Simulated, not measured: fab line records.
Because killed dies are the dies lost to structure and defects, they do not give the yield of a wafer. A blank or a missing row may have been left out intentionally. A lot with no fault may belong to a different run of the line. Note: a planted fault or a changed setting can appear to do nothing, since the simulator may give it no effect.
fab line records	flow nand-harc
record lots=6	wafers=18	last-day=25
route steps=1159 shown A_CONTACT@943 END@1159
lots that met no fault: taken from a fault-free run of the same line
start-h: the number of hours between the record's first day and the start of the first shown wafer of the lot	wait-h: hours since the lot's step before	" identical to the entry in the row above	L1.1+2: a single row standing in for several wafers	- no value present, or no start provided	* or withheld: withheld	< > ~ a bound
route shown NAME@n: names a module that has steps shown in the file, with the first one's number in the route	usual: mean and standard deviation over wafers with no fault	same: alike in all rows	chamber/n: place in a boat	sites: each site's reading	_std_site: the values' standard deviation	_edge_site: the outer-site mean with the inner-site mean subtracted	radius-mm: how far each site lies from the wafer's centre	mask NAME#n: copy n	behind: the most recent tool/chamber to have shaped the wafer	hold: reason for holding the lot/hours on hold/outcome of the hold	device: the transistor (n, p or np) that didn't switch	end of line: the route-end tests of the same wafers	step lacking rows: just its recipe	killed: not the wafer's yield, but the dies lost to structure and defects at the first sort	map: a wafer's dies, marking killed ones x, the rest . and places with no die _
set.NAME: the run value of the setting; set.NAME@STEP: its run value at that earlier step	model.NAME: the simulator's own value behind a step, which no gauge read
lots at selected steps of the route; one table per step, one row per wafer
services: from which hour (start-h, from the record's first day; less than 0 if before it) a tool's chamber was out of use, for how many hours, and why
## steps
# step NHARC_A_CONTACT_ETCH_134
# recipe source-w=withheld	pressure-mtorr=20	bias-v=withheld	time-s=140	target-depth-a=7000	ar-flow-sccm=withheld	c4f8-flow-sccm=withheld	o2-flow-sccm=withheld	chemistry=C4F8/O2/Ar
# step NHARC_A_CONTACT_ETCH_135
# recipe source-w=withheld	pressure-mtorr=20	bias-v=3000	time-s=132	target-depth-a=12870	ar-flow-sccm=withheld	c4f8-flow-sccm=withheld	o2-flow-sccm=withheld	chemistry=C4F8/O2/Ar
# usual run-length-s=132/0
lot.wafer	tool	chamber	start-h	wait-h	rf-hours-counter-h	run-length-s
L297.1	har-cap-etch-02	0	438.93	0.2	21	132
L297.2	"	1	"	"	21	132
L297.5	"	1	"	"	-	132
L305.1	har-cap-etch-02	1	454.50	0.2	25	132
L305.3	"	1	"	"	-	132
L305.6	"	0	"	"	-	132
L302.2	har-cap-etch-03	0	466.35	0.2	98	132
L302.1	"	1	"	"	98	132
L302.4	"	0	"	"	-	132
L308.1	har-cap-etch-01	0	475.74	0.2	76	132
L308.4	"	0	"	"	-	132
L308.3	"	1	"	"	-	132
L313.3	har-cap-etch-01	0	502.60	0.1	-	132
L313.6	"	1	"	"	-	132
L313.5	"	0	"	"	-	132
L314.1	har-cap-etch-02	0	533.33	0.2	40	132
L314.6	"	0	"	"	-	132
L314.5	"	1	"	"	-	132
# step NHARC_A_CONTACT_ETCH_136
# recipe source-w=withheld	pressure-mtorr=20	bias-v=3000	time-s=132	target-depth-a=12870	ar-flow-sccm=withheld	c4f8-flow-sccm=withheld	o2-flow-sccm=withheld	chemistry=C4F8/O2/Ar
# step NHARC_A_CONTACT_ETCH_137
# recipe source-w=withheld	pressure-mtorr=20	bias-v=3000	time-s=132	target-depth-a=12870	ar-flow-sccm=withheld	c4f8-flow-sccm=withheld	o2-flow-sccm=withheld	chemistry=C4F8/O2/Ar
# step NHARC_A_CONTACT_ETCH_138
# recipe source-w=withheld	pressure-mtorr=20	bias-v=3000	time-s=132	target-depth-a=12890	ar-flow-sccm=withheld	c4f8-flow-sccm=withheld	o2-flow-sccm=withheld	chemistry=C4F8/O2/Ar
# usual run-length-s=132/0
lot.wafer	tool	chamber	start-h	wait-h	rf-hours-counter-h	run-length-s
L297.1	har-cap-etch-02	0	439.30	0.1	21	132
L297.2	"	1	"	"	21	132
L297.5	"	1	"	"	-	132
L305.1	har-cap-etch-02	1	454.87	0.1	26	132
L305.3	"	1	"	"	-	132
L305.6	"	0	"	"	-	132
L302.2	har-cap-etch-03	0	466.71	0.1	99	132
L302.1	"	1	"	"	99	132
L302.4	"	0	"	"	-	132
L308.1	har-cap-etch-01	0	476.11	0.1	77	132
L308.4	"	0	"	"	-	132
L308.3	"	1	"	"	-	132
L313.3	har-cap-etch-01	0	502.97	0.1	-	132
L313.6	"	1	"	"	-	132
L313.5	"	0	"	"	-	132
L314.1	har-cap-etch-02	0	533.70	0.1	40	132
L314.6	"	0	"	"	-	132
L314.5	"	1	"	"	-	132
# step NHARC_A_CONTACT_ETCH_139
# recipe source-w=withheld	pressure-mtorr=20	bias-v=400	time-s=137	target-depth-a=5900	ar-flow-sccm=withheld	c4f8-flow-sccm=11.5	o2-flow-sccm=7.2	chemistry=C4F8/O2/Ar
# usual run-length-s=168.2/0.54
lot.wafer	tool	chamber	start-h	wait-h	rf-hours-counter-h	run-length-s
L297.1	har-cap-etch-02	0	439.42	0.1	22	168.4
L297.2	"	1	"	"	22	168.2
L297.5	"	1	"	"	-	168.8
L305.1	har-cap-etch-02	1	454.99	0.1	26	168.2
L305.3	"	1	"	"	-	167.9
L305.6	"	0	"	"	-	168.7
L302.2	har-cap-etch-03	0	466.83	0.1	99	168.0
L302.1	"	1	"	"	99	168.1
L302.4	"	0	"	"	-	168.5
L308.1	har-cap-etch-01	0	476.23	0.1	77	168.7
L308.4	"	0	"	"	-	168.9
L308.3	"	1	"	"	-	167.4
L313.3	har-cap-etch-01	0	503.14	0.2	-	169.0
L313.6	"	1	"	"	-	167.6
L313.5	"	0	"	"	-	168.6
L314.1	har-cap-etch-02	0	533.82	0.1	40	168.0
L314.6	"	0	"	"	-	168.4
L314.5	"	1	"	"	-	168.5
# step NHARC_A_CONTACT_ETCH_92
# recipe target-depth-a=400	over-etch-frac=0.5	time-s=85.7	ion-energy-ev=120	ch3f-flow-sccm=50	o2-flow-sccm=30	ar-flow-sccm=200	rf-w=500	bias-w=100	chemistry=CH3F/O2
# usual drypump-motor-current-A=5.7/0.52	oes-product-au=0.95/0.035	rf-vpp-V=243.9/1.9	run-length-s=106.9/0.39	showerhead-plenum-p-Torr=2.43/0.13	throttle-valve-pct=20.663/0.0089
lot.wafer	tool	chamber	start-h	wait-h	drypump-motor-current-A	oes-product-au	rf-hours-counter-h	rf-vpp-V	run-length-s	showerhead-plenum-p-Torr	throttle-valve-pct
L297.1	rie-diel-13	3	439.82	0.4	5.4	0.91	55	245.6	107.2	2.61	20.660
L297.2	"	1	"	"	6.3	0.92	56	245.0	107.0	2.41	20.658
L297.5	"	3	"	"	5.4	0.92	-	245.9	106.6	2.61	20.678
L305.3	rie-diel-04	2	455.40	0.3	6.3	0.92	61	246.1	107.2	2.64	20.674
L305.1	"	1	"	"	6.6	0.95	66	247.2	107.2	2.44	20.666
L305.6	"	2	"	"	6.2	0.92	-	246.8	106.8	2.64	20.661
L302.4	rie-diel-01	0	467.24	0.3	4.9	0.93	28	245.6	106.3	2.56	20.673
L302.2	"	1	"	"	5.1	0.93	28	241.8	106.5	2.36	20.660
L302.1	"	3	"	"	5.8	0.93	30	242.6	107.0	2.30	20.671
L308.4	rie-diel-04	2	476.63	0.3	6.3	1.00	0	247.0	106.7	2.63	20.680
L308.3	"	3	"	"	6.2	0.99	0	242.6	106.9	2.32	20.666
L308.1	"	1	"	"	6.6	1.02	0	242.5	107.3	2.44	20.666
L313.3	rie-diel-13	1	503.47	0.3	6.3	1.01	14	244.2	106.4	2.40	20.670
L313.5	"	2	"	"	5.8	0.96	-	243.2	106.7	2.38	20.669
L313.6	"	3	"	"	5.4	0.99	-	246.3	106.8	2.60	20.650
L314.1	rie-diel-04	2	534.25	0.4	6.3	0.93	22	246.3	106.7	2.62	20.664
L314.5	"	0	"	"	5.8	0.91	-	248.0	106.8	2.65	20.652
L314.6	"	1	"	"	6.5	0.94	-	244.6	107.3	2.43	20.669
# step NHARC_A_CONTACT_ETCH_98
# recipe target-depth-a=200	over-etch-frac=0.5	time-s=10	ion-energy-ev=250	c4f6-flow-sccm=25	o2-flow-sccm=20	ar-flow-sccm=500	rf-w=600	bias-w=500	chemistry=C4F6/O2
# step NHARC_A_CONTACT_CD_MEAS_15
# usual cd-nm=90.1/0.56
lot.wafer	tool	chamber	start-h	wait-h	cd-nm
L297.1	cd-sem-02	-	440.04	-	90.7
L297.2	"	-	"	"	90.2
L297.5	"	-	"	"	90.6
L305.1	cd-sem-01	-	455.62	-	90.4
L305.3	"	-	"	"	89.9
L305.6	"	-	"	"	89.9
L302.1	cd-sem-03	-	467.46	-	90.3
L302.2	"	-	"	"	90.2
L302.4	"	-	"	"	89.5
L308.1	cd-sem-01	-	476.93	-	90.8
L308.3	"	-	"	"	89.7
L308.4	"	-	"	"	89.9
L313.3	cd-sem-02	-	503.65	-	89.4
L313.5	"	-	"	"	90.6
L313.6	"	-	"	"	90.0
L314.1	cd-sem-03	-	534.45	-	89.6
L314.5	"	-	"	"	89.4
L314.6	"	-	"	"	90.3
# step NHARC_A_CONTACT_STRIP_107
# recipe n2-flow-sccm=150	h2-flow-sccm=150	ar-flow-sccm=0	bias-w=0	chemistry=N2/H2
# step NHARC_A_CONTACT_STRIP_108
# recipe cf4-flow-sccm=100	chf3-flow-sccm=30	ar-flow-sccm=0	bias-w=0	chemistry=CF4/CHF3
# step NHARC_A_CONTACT_STRIP_109
# recipe o2-flow-sccm=400	cos-flow-sccm=20	ar-flow-sccm=0	bias-w=0	chemistry=O2/COS
# step NHARC_A_CONTACT_ETCH_110
# recipe target-depth-a=500	overetch-a=50	time-s=27.5	ion-energy-ev=100	cf4-flow-sccm=80	o2-flow-sccm=20	ar-flow-sccm=0	rf-w=300	bias-w=100	chemistry=CF4/O2
# usual drypump-motor-current-A=5.7/0.5	oes_f_703_au=1.000/0.0048	oes-product-au=1.001/0.009	rf-vpp-V=197.3/1.5	run-length-s=48.7/0.4	showerhead-plenum-p-Torr=1.31/0.067	throttle-valve-pct=13.396/0.0097
lot.wafer	tool	chamber	start-h	wait-h	drypump-motor-current-A	oes_f_703_au	oes-product-au	rf-hours-counter-h	rf-vpp-V	run-length-s	showerhead-plenum-p-Torr	throttle-valve-pct
L297.2	rie-diel-13	0	440.39	0.1	5.3	0.996	1.017	56	195.9	48.6	1.25	13.390
L297.1	"	3	"	"	5.4	1.006	1.004	55	198.0	48.8	1.42	13.391
L297.5	"	1	"	"	6.3	0.991	1.011	-	196.8	48.3	1.31	13.397
L305.1	rie-diel-01	0	455.98	0.1	4.9	0.996	0.992	23	199.9	48.0	1.39	13.385
L305.3	"	1	"	"	5.1	1.010	0.989	24	196.1	48.2	1.28	13.392
L305.6	"	0	"	"	4.9	0.998	0.990	-	199.4	48.0	1.39	13.400
L302.4	rie-diel-13	2	468.03	0.1	5.8	0.996	1.000	1	198.2	48.2	1.29	13.394
L302.1	"	3	"	"	5.4	0.994	0.995	1	198.7	48.9	1.42	13.403
L302.2	"	0	"	"	5.3	1.001	1.002	1	196.6	45.9	1.25	13.387
L308.1	rie-diel-13	2	477.23	0.1	5.8	1.003	0.998	4	196.9	47.9	1.29	13.379
L308.4	"	3	"	"	5.4	0.995	0.992	5	200.2	48.5	1.42	13.390
L308.3	"	0	"	"	5.2	1.002	1.003	6	196.6	46.6	1.25	13.391
L313.3	rie-diel-01	2	503.94	0.1	5.3	1.014	0.993	0	196.2	49.1	1.25	13.424
L313.6	"	1	"	"	5.1	1.008	1.000	-	195.9	48.6	1.28	13.394
L313.5	"	2	"	"	5.3	0.997	0.993	-	195.7	49.1	1.25	13.396
L314.1	rie-diel-01	3	534.76	0.1	5.9	1.003	1.016	5	194.8	48.9	1.25	13.378
L314.6	"	1	"	"	5.1	1.002	0.995	-	196.0	48.2	1.28	13.395
L314.5	"	2	"	"	5.4	0.999	0.980	-	196.2	49.2	1.25	13.391
# step NHARC_A_CONTACT_STRIP_26
# recipe o2-flow-sccm=500	ar-flow-sccm=0	bias-w=0	chemistry=O2
# usual drypump-motor-current-A=5.7/0.52	oes-product-au=1.001/0.0086	rf-vpp-V=57.5/0.94	showerhead-plenum-p-Torr=3.47/0.17	throttle-valve-pct=17.036/0.0092
lot.wafer	tool	chamber	start-h	wait-h	drypump-motor-current-A	oes-product-au	rf-hours-counter-h	rf-vpp-V	showerhead-plenum-p-Torr	throttle-valve-pct
L297.1	rie-diel-13	0	-	-	5.3	1.002	56	56.2	3.32	17.037
L297.2	"	2	"	"	5.8	1.003	55	57.3	3.43	17.034
L297.5	"	1	"	"	6.3	1.007	-	57.6	3.46	17.040
L305.3	rie-diel-01	0	-	-	4.9	1.006	23	57.6	3.67	17.019
L305.1	"	2	"	"	5.3	1.005	25	56.1	3.33	17.034
L305.6	"	0	"	"	4.9	1.007	-	58.6	3.67	17.036
L302.4	rie-diel-13	1	-	-	6.3	1.004	1	56.1	3.45	17.040
L302.2	"	2	"	"	5.8	1.006	1	57.4	3.42	17.052
L302.1	"	0	"	"	5.3	0.996	1	56.8	3.32	17.030
L308.1	rie-diel-13	0	-	-	5.3	0.995	6	57.9	3.31	17.054
L308.4	"	2	"	"	5.8	1.006	4	57.9	3.42	17.050
L308.3	"	3	"	"	5.5	1.000	5	58.2	3.73	17.049
L313.3	rie-diel-01	1	-	-	5.1	1.001	1	56.4	3.39	17.042
L313.6	"	1	"	"	5.1	0.997	-	59.0	3.38	17.052
L313.5	"	2	"	"	5.3	0.987	-	57.6	3.32	17.026
L314.1	rie-diel-01	0	-	-	4.9	0.985	5	57.3	3.66	17.030
L314.5	"	0	"	"	4.9	0.991	-	58.5	3.66	17.043
L314.6	"	1	"	"	5.1	0.996	-	58.1	3.38	17.047
# step NHARC_END_SORT_01
# recipe temp-c=25
# usual killed-at-array=25/9.2	killed-at-other=0.8/1.2	killed-at-periphery=3.9/2.6	killed-dies=30/9.7	killed-open=3.4/1.9	killed-short=2.0/1.4
# same gross-dies=677
lot.wafer	tool	chamber	start-h	wait-h	killed-at-array	killed-at-other	killed-at-periphery	killed-dies	killed-open	killed-short
L302.2	prober-02	0	518.30	2.8	609	1	0	610	3	3
L308.3	prober-02	0	545.52	3.1	582	3	1	586	3	1
# killed by level:class
L302.2 A_CONTACT:area-etch=568 A_CHANNEL_HOLE_D1:chamber-film-flake=18 A_SLIT:chamber-film-flake=9 A_CONTACT:chamber-film-flake=4 A_WL_FILL:chamber-film-flake=3 A_ONON_D1:geometric-particle:short=1 A_ONON_D1:geometric-particle:open=1 A_CHANNEL_HOLE_D1:geometric-particle:short=1
L308.3 A_CONTACT:area-etch=567 A_CHANNEL_HOLE_D1:chamber-film-flake=9 A_CONTACT:chamber-film-flake=4 THIN_TSV:chamber-film-flake=2 P_M0:geometric-particle:open=1 A_CONTACT:geometric-particle:open=1 A_BLC:geometric-particle:open=1 STARTING-WAFER:geometric-particle:short=1
# map L302.2 (x killed, . not)
____________x____________
_________xxxxx.x_________
_______xxxxxxxxxxx_______
______xxxxxxxxxxxxx______
_____xxxxxxxxxxxxxxx_____
____x.x.xxx.xxxxxxxxx____
____xxxxxxxxxxxxxxxxx____
___..xxx.xxxxxxxxxxxxx___
___.xx.xxxxxxxxxxxxxxx___
__xxxxxxxxxxxxxxxxxxxxx__
__xx.xx.xxxxxxxxxxx.xxx__
_xxxxxxxxxxxxxxxxxxxxxxx_
_xxxxxxxxxxxx.xxxxxxxxx._
_.xxxxxxxxxxxxx.xxxxxxxx_
_xxx.xxxxxxxxxxxxxxxxxxx_
_xxxxxxxxxxxxxxxxxx.xxxx_
.xxxxxxxxxxxxxxxxxxx.xxx.
.xx.xxxx.xxxxxxxxxx.xxxxx
.xx.xxxxxxxxxxxxxxxxxxxxx
x..x.xxxxxxxxxxxxxxxxxxx.
.xxx...xxxxxx.xxxxxxxxxxx
_..xxxxxxxxxxxxxxxxxxx.x_
_xxxxxxxxxxx.xxxxxxxxxxx_
_x.xxxxxxxxxx.xxxxxxxxxx_
_.x.xxxx.xxxxxxxxxx.xxxx_
_xxxxxxxxxx.xxxx.xxxxxxx_
__xxxxxxxxxxxxxxxxxxxx.__
__x.xxx.xxxxxxxxxxxxxxx__
___xxxxxxxxxxxxxxxxxxx___
___xxxxxxxxxxxxxx.xxxx___
____.xxxxxxxxx.xxx..x____
____xx...xxxxxxxxxxxx____
_____xxxxxxx.xxxxxxx_____
______.xxxxxx.xxxx.______
_______x.xx.xxx.xx_______
_________xxx.xxx_________
____________x____________
# map L308.3 (x killed, . not)
____________.____________
_________.x.xxx._________
_______.x.x.xxxxx._______
______xx.xxxxxx.xxx______
_____..xxxxxxxxx.xxx_____
____xxxxxxxx.xxxxxxxx____
____xxxxxxxxxxxxxxxxx____
___..xxxxxxxxxxxxxxxxx___
___xxxx.xxxxxxxxx.xxxx___
__x.xxxxxxxxxxxxxxxxxxx__
__x.xxxxxxxxxxxxxxxxxxx__
_..xxxxxxxxxxxxxxxxxxxxx_
_xxxxxxxxxxxxxxxxxxxxxx._
_.xxxxxxxxxxxxxxxxxxxxxx_
_xxx.xxxxxxx.xxxxxxxxx.._
_x.xxxxxxxxxxxxxxxxxxxxx_
.xxxxxxxxxxxxxxxxxxxxxxxx
...xxxxxxxxxxxxxxxxxxxxxx
xxx.xxxxxxxxxxxxxxxxxxxx.
..xxxxxxxxxxxxxxxxxxxxxxx
..xxxxxxxxxxxxxxxxxxxxxxx
_xx..xxxxxxx.xxxxxxxxxxx_
_x.xxxxxxxxxxxxxxxxxxxxx_
_x.x.xxxxxxxxxxxxxxxxxx._
_..xxxxxxxxxxxxxxxxxxxxx_
_..xxxxxxxxxxxxxxxxxxxxx_
__..x.xxxxxxxxxxxxxxxxx__
__.x.xxxxxxxxxxxxxxxx..__
___xxxx.xxxx.xxxxxxxxx___
___xxxxx.xxxxx.xxxx.xx___
____.xx.xxxxxxxxxxxx.____
____x.xx.xxxxxxx.xx..____
_____...xxxx.x..xx.._____
______xxxx.xxxx.x.x______
_______.....xx..xx_______
_________.xxxx.x_________
____________.____________
## services
tool	chamber	start-h	hours	kind
rie-diel-13	2	415.09	6.4	repair
rie-diel-01	0	422.42	2.4	repair
rie-diel-13	0	432.08	-	clean
rie-diel-13	1	432.08	-	clean
rie-diel-13	2	432.08	-	clean
rie-diel-13	3	432.08	-	clean
rie-diel-13	-	453.00	9.0	pm
rie-diel-13	0	453.00	9.0	vent-cycle
rie-diel-13	1	453.00	9.0	vent-cycle
rie-diel-13	2	453.00	9.0	vent-cycle
rie-diel-13	3	453.00	9.0	vent-cycle
rie-diel-13	0	462.00	-	clean
rie-diel-13	1	462.00	-	clean
rie-diel-13	2	462.00	-	clean
rie-diel-13	3	462.00	-	clean
rie-diel-04	-	467.04	9.0	pm
har-cap-etch-01	-	479.00	0.8	repair
rie-diel-13	0	486.50	-	clean
rie-diel-13	1	486.50	-	clean
rie-diel-13	2	486.50	-	clean
rie-diel-01	-	491.81	9.0	pm
rie-diel-13	2	494.78	4.1	repair
rie-diel-04	3	519.94	5.5	repair
rie-diel-13	0	531.08	2.8	repair
## key
first-sign step=NHARC_A_CONTACT_ETCH_110	reading=run-length-s	direction=down	sigmas=6	usual=*	struck=*
effect step=NHARC_END_SORT_01	reading=killed-at-array	direction=up	sigmas=62	usual=25	struck=596
more-kills-born-at NHARC_A_CONTACT_ETCH_110@rie-diel-13=1135
met-at NHARC_A_CONTACT_ETCH_110
struck-wafers L302.2,L308.3
later-rows-left-out L302.2,L308.3
tester-left-out L302,L308
onset-between 440.39 468.03
fault kind=process-parameter-drift	tool=rie-diel-13	chamber=0	onset-h=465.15	steps=NHARC_A_CONTACT_ETCH_110	channel=time-s	offset=*	shape=step	end-h=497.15	acts-in=*	stated=*
# tester-left-out: of these lots the tester's yield and bins aren't shown, on N5 and GAA mostly nor the transistor test; their killed dies are dies lost to structure and defects alone, not to doping, threshold or leakage, so they don't give the yield
# later-rows-left-out: the simulator's readings of these wafers behind a module that went badly wrong aren't trusted and aren't shown, but for the sort
